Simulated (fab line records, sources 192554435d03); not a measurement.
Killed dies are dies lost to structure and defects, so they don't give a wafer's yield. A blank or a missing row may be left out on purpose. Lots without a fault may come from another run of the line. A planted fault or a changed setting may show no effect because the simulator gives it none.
Split-lot experiment | flow n5_finfet | 7 lots, 21 wafers read, on a route of 1938 steps

THE SPLIT
At N5_PASSIVATION_PECVD_35 (deposits SiNx from SiH4/NH3/N2, target thk 700 nm, time 151.3 s), the setting time_s was moved away from the recipe's 151.3 s on 8 of the 21 wafers read, by -8.8% to +13.6%. The other wafers ran this setting at the recipe's value.

FROM THE SPLIT TO THE READING: what the file shows between them, 4 steps
- N5_PASSIVATION_HMDS_37: time 60 s
- N5_PASSIVATION_COAT_38
- N5_PASSIVATION_SRD_72: time 30 s
- N5_PASSIVATION_ANNEAL_56: time 1800 s

THE READING
sort_yield_pct, in %, at N5_PASSIVATION_PROBE_49. Fault-free wafers of this fab line usually give 91.1 %, standard deviation 1.5 %.

wafer  | tool, chamber at the split | time_s as run, s | against the recipe | sort_yield_pct, % | against lot-mates on the recipe
L076.1 | pecvd-02, 2                | 138              | -8.8%              | 53.6              | +3.0
L076.2 | pecvd-02, 1                | 138              | -8.8%              | 91.0              | +40.4
L076.5 | pecvd-02, 1                | 151.3            | recipe             | 50.6              | -
L080.3 | pecvd-04, 2                | 170.1            | +12.4%             | 13.1              | -57.8
L080.5 | pecvd-04, 0                | 170.1            | +12.4%             | 9.4               | -61.5
L080.6 | pecvd-04, 2                | 151.3            | recipe             | 70.9              | -
L088.2 | pecvd-02, 2                | 165.1            | +9.1%              | 39.7              | -40.3
L088.5 | pecvd-02, 2                | 151.3            | recipe             | 91.9              | -
L088.6 | pecvd-02, 1                | 151.3            | recipe             | 68.1              | -
L089.2 | pecvd-02, 2                | 151.3            | recipe             | 93.4              | -
L089.5 | pecvd-02, 1                | 151.3            | recipe             | 91.4              | -
L089.6 | pecvd-02, 0                | 151.3            | recipe             | 92.9              | -
L092.1 | pecvd-01, 0                | 161.4            | +6.7%              | 81.4              | -6.9
L092.3 | pecvd-01, 2                | 161.4            | +6.7%              | 78.9              | -9.4
L092.4 | pecvd-01, 0                | 151.3            | recipe             | 88.3              | -
L095.1 | pecvd-04, 2                | 151.3            | recipe             | 92.4              | -
L095.4 | pecvd-04, 2                | 171.9            | +13.6%             | 3.7               | -89.5
L095.6 | pecvd-04, 1                | 151.3            | recipe             | 94.0              | -
L097.2 | pecvd-02, 1                | 151.3            | recipe             | 80.8              | -
L097.3 | pecvd-02, 2                | 151.3            | recipe             | 81.6              | -
L097.6 | pecvd-02, 1                | 151.3            | recipe             | 84.7              | -

THE FIT
A straight line over all 21 wafers: sort_yield_pct changes by -3.43 % for each +1% of time_s; r = -0.70; the points scatter about the line by 22 %.
The same after taking each lot's own level away (the mean of its wafers on the recipe; 21 wafers): -4.24 % for each +1%; r = -0.89; scatter 13 %.
On that fit, the largest move of time_s shifts the reading by 58 %.
The lots' own levels span 50.60 to 93.20 %, that is 28.4 times the standard deviation above.
So the lot-to-lot level blurs the effect unless lot-mates are compared.
Check: with one of the wafers moved furthest among these (+13.6%) left out of the fit, the line predicts -50.6 % for it against its lot-mates. It came out at -89.5 % against them.

OTHER SPLITS ON THESE WAFERS
These wafers also went through other splits before the reading. Each is held against what the fit with the lots' levels taken away leaves over:
other split on the same wafers | wafers away from the commonest value | r with sort_yield_pct (lot level and that fit taken away)
N5_MIM_BOT_ETCH_ETCH_00 icp_w  | 7                                    | -0.26
N5_PASSIVATION_PECVD_53 temp_c | 7                                    | +0.27

THE WHOLE CHAIN: every reading that the file lists as answering this split, in the file's order
step                    | what it does                                                    | reading                                                                              | change (the file's fit)              | r (the file's)
N5_PASSIVATION_PECVD_35 | deposits SiNx from SiH4/NH3/N2, target thk 700 nm, time 151.3 s | SiNx_of_PASSIVATION_PECVD_35.thk_nm (the simulator's own value, which no gauge read) | +6.33 nm for each +1% of the setting | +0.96
N5_PASSIVATION_PROBE_49 |                                                                 | defect_limited_yield                                                                 | -4.72 for each +1% of the setting    | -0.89
N5_PASSIVATION_PROBE_49 |                                                                 | sort_n_pass                                                                          | -55.7 for each +1% of the setting    | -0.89
N5_PASSIVATION_PROBE_49 |                                                                 | sort_yield_pct                                                                       | -4.72 % for each +1% of the setting  | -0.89

THE FILE'S OWN FIT
sort_yield_pct changes by -4.72 % for each +1% of time_s, r = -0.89.
